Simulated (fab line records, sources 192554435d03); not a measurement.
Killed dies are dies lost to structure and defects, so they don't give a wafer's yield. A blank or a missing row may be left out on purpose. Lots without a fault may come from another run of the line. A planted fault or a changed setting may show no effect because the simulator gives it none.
Chamber matching | flow n5_finfet | N5_BEOL_M8_STRIP_36 on rie_diel-06: 4 sister chambers
The step strips in N2/H2. 4 wafers are shown with their chamber, then 9 later ones without.

WAFERS WITH THEIR CHAMBER
wafer  | chamber | drypump_motor_current_A (A)
L090.4 | 3       | 5.2
L092.1 | 1       | 5.5
L092.2 | 2       | 6.3
L092.5 | 0       | 5.8

WAFERS WITHOUT THEIR CHAMBER
wafer  | drypump_motor_current_A (A)
L094.1 | 5.4
L094.2 | 6.3
L094.4 | 5.3
L093.1 | 6.2
L093.2 | 5.4
L093.5 | 5.8
L095.1 | 5.5
L095.3 | 5.2
L095.6 | 5.8

WHICH CHAMBER EACH WENT THROUGH
wafer  | from the rows above     | in truth
L094.1 | can't be placed: 1 or 3 | 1
L094.2 | 2                       | 2
L094.4 | can't be placed: 3 or 1 | 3
L093.1 | 2                       | 2
L093.2 | can't be placed: 1 or 3 | 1
L093.5 | 0                       | 0
L095.1 | 1                       | 1
L095.3 | 3                       | 3
L095.6 | 0                       | 0
Placed correctly: 6 of 9. Can't be placed from these rows: 3 (the true chamber is among the candidates in 3). Placed wrongly: 0.
How it was worked out, from the rows above alone: a wafer's distance from a chamber is the root of the sum, over the readings, of the square of ((its reading less the chamber's mean) divided by the reading's scatter). The wafer belongs to the nearest chamber; if the next one is less than 2 further off, it can't be placed. A chamber's mean is the mean of its shown wafers. The scatter: with one shown wafer a chamber, the root of the mean of the squares of how far each hidden wafer lies from its nearest shown one.
